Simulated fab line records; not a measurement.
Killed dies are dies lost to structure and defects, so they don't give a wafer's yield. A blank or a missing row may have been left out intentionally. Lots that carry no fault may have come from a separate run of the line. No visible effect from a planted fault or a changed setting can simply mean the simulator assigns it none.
Matching of chambers :: flow n5_finfet :: N5_BEOL_M9_ILD_DEP_00 on pecvd-02: 3 sister chambers
The step deposits SiCOH lowk from DEMS/porogen, target thk 308.51 nm, time 58 s. 14 wafers are shown with their chamber, then 7 later ones without.

## WAFERS, EACH WITH ITS CHAMBER
wafer: L078.2
chamber: 1
throttle_valve_pct (%): 14.0
heater_power_w (W): 207
heater_power_outer_w (W): 91

wafer: L078.3
chamber: 0
throttle_valve_pct (%): 15.0
heater_power_w (W): 297
heater_power_outer_w (W): 134

wafer: L078.6
chamber: 2
throttle_valve_pct (%): 13.7
heater_power_w (W): 354
heater_power_outer_w (W): 181

wafer: L083.3
chamber: 2
throttle_valve_pct (%): 13.6
heater_power_w (W): 366
heater_power_outer_w (W): 188

wafer: L083.4
chamber: 1
throttle_valve_pct (%): 13.8
heater_power_w (W): 161
heater_power_outer_w (W): 53

wafer: L083.6
chamber: 0
throttle_valve_pct (%): 14.8
heater_power_w (W): 293
heater_power_outer_w (W): 129

wafer: L084.2
chamber: 2
throttle_valve_pct (%): 13.6
heater_power_w (W): 372
heater_power_outer_w (W): 196

wafer: L084.3
chamber: 1
throttle_valve_pct (%): 13.9
heater_power_w (W): 209
heater_power_outer_w (W): 87

wafer: L084.5
chamber: 2
throttle_valve_pct (%): 14.0
heater_power_w (W): 384
heater_power_outer_w (W): 197

wafer: L090.1
chamber: 1
throttle_valve_pct (%): 14.0
heater_power_w (W): 213
heater_power_outer_w (W): 92

wafer: L090.5
chamber: 0
throttle_valve_pct (%): 15.1
heater_power_w (W): 362
heater_power_outer_w (W): 186

wafer: L090.6
chamber: 1
throttle_valve_pct (%): 13.8
heater_power_w (W): 215
heater_power_outer_w (W): 93

wafer: L092.1
chamber: 2
throttle_valve_pct (%): 13.8
heater_power_w (W): 332
heater_power_outer_w (W): 172

wafer: L092.2
chamber: 1
throttle_valve_pct (%): 14.1
heater_power_w (W): 189
heater_power_outer_w (W): 74

SIGNATURES (averages over the wafers above)
reading: throttle_valve_pct
chamber 0: 14.967
chamber 1: 13.933
chamber 2: 13.740
scatter within a chamber: 0.145

reading: heater_power_w
chamber 0: 317.33
chamber 1: 199.00
chamber 2: 361.60
scatter within a chamber: 24.7

reading: heater_power_outer_w
chamber 0: 149.67
chamber 1: 81.67
chamber 2: 186.80
scatter within a chamber: 18.3
Rule: for each reading, subtract the chamber's mean from the wafer's reading, divide by that reading's scatter and square the result; add these up over the readings and take the root, which gives the wafer's distance from the chamber. The wafer belongs to the nearest chamber; if the next one is less than 2 further off, it can't be placed. The scatter is the square root of a quotient: the sum, over the shown wafers, of each reading's squared deviation from its chamber's mean, divided by wafers minus chambers.

## WAFERS WHOSE CHAMBER IS MISSING
wafer: L092.4
throttle_valve_pct (%): 14.8
heater_power_w (W): 375
heater_power_outer_w (W): 189

wafer: L094.1
throttle_valve_pct (%): 14.0
heater_power_w (W): 340
heater_power_outer_w (W): 178

wafer: L094.3
throttle_valve_pct (%): 13.8
heater_power_w (W): 193
heater_power_outer_w (W): 78

wafer: L094.4
throttle_valve_pct (%): 13.8
heater_power_w (W): 355
heater_power_outer_w (W): 185

wafer: L091.1
throttle_valve_pct (%): 13.7
heater_power_w (W): 196
heater_power_outer_w (W): 82

wafer: L091.2
throttle_valve_pct (%): 15.0
heater_power_w (W): 370
heater_power_outer_w (W): 188

wafer: L091.4
throttle_valve_pct (%): 14.0
heater_power_w (W): 386
heater_power_outer_w (W): 205

## THE CHAMBER EACH PASSED THROUGH
wafer: L092.4
from the rows above: 0
in truth: 0

wafer: L094.1
from the rows above: 2
in truth: 2

wafer: L094.3
from the rows above: 1
in truth: 1

wafer: L094.4
from the rows above: 2
in truth: 2

wafer: L091.1
from the rows above: 1
in truth: 1

wafer: L091.2
from the rows above: 0
in truth: 0

wafer: L091.4
from the rows above: 2
in truth: 2
Placed correctly: 7 of 7. Not placeable from these rows: 0. 0 placed wrongly.
